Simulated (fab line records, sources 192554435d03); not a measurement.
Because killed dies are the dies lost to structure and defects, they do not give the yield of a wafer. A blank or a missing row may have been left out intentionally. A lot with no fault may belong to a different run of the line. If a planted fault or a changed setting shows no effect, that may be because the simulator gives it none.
A struck lot beside a sound one ; flow n5Finfet ; 14 steps out of a route of 1938
Sound: these wafers, L800.4, L800.5, L800.6. Wafers L792.2, L792.3, L792.5 were the ones struck. The cause is named last.
For every step that has rows: the tool of each side, followed by ch and its chambers, followed by its first start. Under that, the readings that differ: sound wafers ; struck wafers ; difference of the means ; sigmas: that difference in standard deviations of wafers without a fault.
alike: readings with means less than 2 such deviations apart, plus words and numbers identical on both sides. not compared: withheld readings, readings lacking a value on some wafer, bounds such as >300 that could conceal the same value, and numbers that have no deviation in the record and whose values overlap.
Wherever a step has rows on one side only, a row that says differs or no value, or a row with sigmas, the two part there. Numbers that have no deviation but don't overlap get no sigmas and don't part them. A reading that every wafer of one side lacks parts them only if that side has two wafers or more.

N5_WELL_APT_RTA_34: time 10 s.
  sound on rtpAnneal-01 ch 0, day 4 21:41; struck on rtpAnneal-01 ch 0, day 2 21:49
  alike: lampPowerPct, lamp_zone_3_pct, wafer_temp_C_max
then, 4 steps without rows for these wafers: N5_WELL_APT_OXIDE_STRIP_42 (strips SiO2 in dHF, time 45 s, target depth 12 nm); N5_WELL_APT_PRECLEAN_36 (cleans in O3/DIW, time 45 s); N5_WELL_APT_PRECLEAN_39 (cleans in dHF, time 60 s); N5_WELL_APT_SRD_37 (time 30 s).
N5_WELL_APT_EPI_41: deposits Si from SiH4/H2, target thk 50 nm, time 297.7 s.
  sound on epiRpcvd-02 ch 0, day 4 22:10; struck on epiRpcvd-01 ch 0, day 2 22:11
  alike: throttleValvePct
N5_WELL_APT_INSPECT_38: inspects for defects (darkfield).
  sound on defectInspect-02, day 4 22:31; struck on defectInspect-02, day 2 22:54
  alike: rawDefectCount
N5_PMOS_HMC_CHANNEL_EPI_HM_DEP_34: deposits SiO2 from TEOS/O2, target thk 36 nm, time 6.9 s.
  sound on pecvd-01 ch 0,1,2, day 4 22:34; struck on pecvd-03 ch 1,2, day 2 22:56
  alike: heaterPowerW, showerheadPlenumPTorr, throttleValvePct
then, 4 steps without rows for these wafers: N5_PMOS_HMC_CHANNEL_EPI_COAT_31 (time 60 s, resist thk 66 nm); N5_PMOS_HMC_CHANNEL_EPI_COAT_03 (resist thk 205 nm); N5_PMOS_HMC_CHANNEL_EPI_EBR_05; N5_PMOS_HMC_CHANNEL_EPI_SOFTBAKE_04 (time 60 s).
N5_PMOS_HMC_CHANNEL_EPI_EXPOSE_06: exposes mask PMOS HMC BLK, target cd 240 nm.
  struck on arfiScanner-02, day 2 23:14; sound on arfiScanner-03 ch 0, day 4 22:43
  no value came back on the struck wafers for exposureDoseMJCm2, focusOffsetNm (nm); on the sound wafers exposureDoseMJCm2 reads 41.03 40.98 41.01
  alike: mask
then, 1 step without rows for these wafers: N5_PMOS_HMC_CHANNEL_EPI_PEB_07 (peb time 60 s).

== WHERE THEY PART ==
Only at N5_PMOS_HMC_CHANNEL_EPI_EXPOSE_06, as far as this record shows.

WHY: what the simulator had put in
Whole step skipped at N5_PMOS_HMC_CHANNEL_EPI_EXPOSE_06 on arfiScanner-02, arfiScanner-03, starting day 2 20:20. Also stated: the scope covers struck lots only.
